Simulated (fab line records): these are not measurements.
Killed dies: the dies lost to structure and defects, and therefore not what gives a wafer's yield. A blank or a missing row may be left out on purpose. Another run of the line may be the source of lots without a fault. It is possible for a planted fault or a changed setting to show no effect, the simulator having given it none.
Comparing a struck lot with a sound one -- flow nandHarc -- 21 out of 1302 route steps
Sound: these wafers, L309.1, L309.2, L309.4. The struck wafers were L302.1, L302.2, L302.4. At the end, the cause is stated.
Order at every step that has rows: each side's tool, ch and its chambers, its first start. Under that, the readings that differ: sound wafers -- struck wafers -- difference of the means -- sigmas: that difference in standard deviations of wafers without a fault.
alike: words and numbers the same on both sides, and readings whose means are apart by under 2 such deviations; not compared: readings that were withheld, readings missing a value for some wafer, numbers with overlapping values and no deviation given by the record, and bounds like >300 which may hide the same value.
The two part at a step that has a row with sigmas, a row that says differs or no value, or rows on one side only. When numbers do not overlap yet have no deviation, they are printed without sigmas and do not part them. A reading that every wafer of one side lacks parts them only if that side has two wafers or more.

NHARC_P_CONTACT_CMP_24: polishes, t overpolish 30 s, target thk 200 nm.
  sound on cmp-03 ch 0,2,3, day 12 00:23; struck on cmp-04 ch 0,1,3, day 9 04:36
  alike: motorCurrentA, overpolishRunS, slurryFilterDpKPa, timeToEndpointS
next, for these wafers, 1 step has no rows: NHARC_P_CONTACT_SRD_26.
NHARC_P_CONTACT_INSPECT_27:
  sound on defectInspect-01, day 12 00:47; struck on defectInspect-01, day 9 05:02
  alike: rawDefectCount
then, 8 steps without rows for these wafers: NHARC_P_M0_DEP_00 (deposits SiOC, target thk 150 nm); NHARC_P_M0_DEHYDRATE_01 (time 120 s); NHARC_P_M0_HMDS_02 (time 30 s); NHARC_P_M0_COAT_33 (time 65 s); NHARC_P_M0_COAT_03 (resist thk 90 nm); NHARC_P_M0_SOFTBAKE_04 (time 55 s); NHARC_P_M0_EBR_05; NHARC_P_M0_EXPOSE_06 (exposes mask P M0, target cd 90 nm).
NHARC_P_M0_PEB_07: peb time 65 s.
  sound on lithoTrack-06 ch 0, day 12 01:36; struck on lithoTrack-01 ch 0, day 9 05:51
reading,sound,struck,difference,sigmas
heaterPowerTotalW (W),157.2 157.1 156.0,160.6 160.8 160.9,+4.0,+9
plateTempC (C),99.96 100.19 100.13,- - -,no value on the struck wafers,
then, 1 step without rows for these wafers: NHARC_P_M0_DEVELOP_08 (develop time 35 s).
NHARC_P_M0_CD_MEAS_09 targets a cd of 90 nm.
  sound on cdSem-03 ch 0, day 12 01:41; struck on cdSem-02 ch 0, day 9 05:56
  alike: cdNm
NHARC_P_M0_OVL_MEAS_10: pitch 180 nm.
  sound on overlay-01, day 12 01:46; struck on overlay-01, day 9 06:01
  alike: overlayXNm, overlayYNm
NHARC_P_M0_INSPECT_11:
  sound on defectInspect-02, day 12 01:49; struck on defectInspect-02, day 9 06:03
  alike: rawDefectCount
NHARC_P_M0_DESCUM_14: chemistry O2, time 3 s.
  sound on rieDiel-11 ch 0,1,2, day 12 01:53; struck on rieDiel-04 ch 0,1,2, day 9 06:07
  alike: chamberPressureMTorr, drypumpMotorCurrentA, oesProductAu, rfVppV, showerheadPlenumPTorr, throttleValvePct
  not compared: rfHoursCounterH, model.P_M0.cdNm
NHARC_P_M0_ETCH_34: etches the open film in N2/H2, target depth 40 nm, overetch 12 nm, time 43.94 s.
  sound on rieDiel-11 ch 0,1, day 12 01:58; struck on rieDiel-04 ch 1,2,3, day 9 06:13
  alike: chamberPressureMTorr, drypumpMotorCurrentA, oesProductAu, rfVppV, showerheadPlenumPTorr, throttleValvePct
  not compared: rfHoursCounterH
NHARC_P_M0_ETCH_15: etches the open film in C4F8/Ar, target depth 150 nm, overetch 15 nm, time 82.5 s.
  sound: rieDiel-11 ch 1,2; struck: rieDiel-04 ch 0,1,3
  alike: chamberPressureMTorr, oesProductAu, rfVppV
  not compared: rfHoursCounterH, model.P_M0.cdNm
NHARC_P_M0_CD_MEAS_16:
  sound on cdSem-02, day 12 02:13; struck on cdSem-02, day 9 06:25
  alike: cdNm
NHARC_END_SORT_01:
  the record has rows for the sound wafers here (prober-02 ch 0, day 30 11:01) and none for the struck ones

== WHERE THEY PART ==
At NHARC_P_M0_PEB_07 first; at NHARC_END_SORT_01 last (within this record only).

WHY: the cause the simulator had injected
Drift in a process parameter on lithoTrack-01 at NHARC_P_M0_PEB_07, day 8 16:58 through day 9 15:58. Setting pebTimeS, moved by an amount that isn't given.
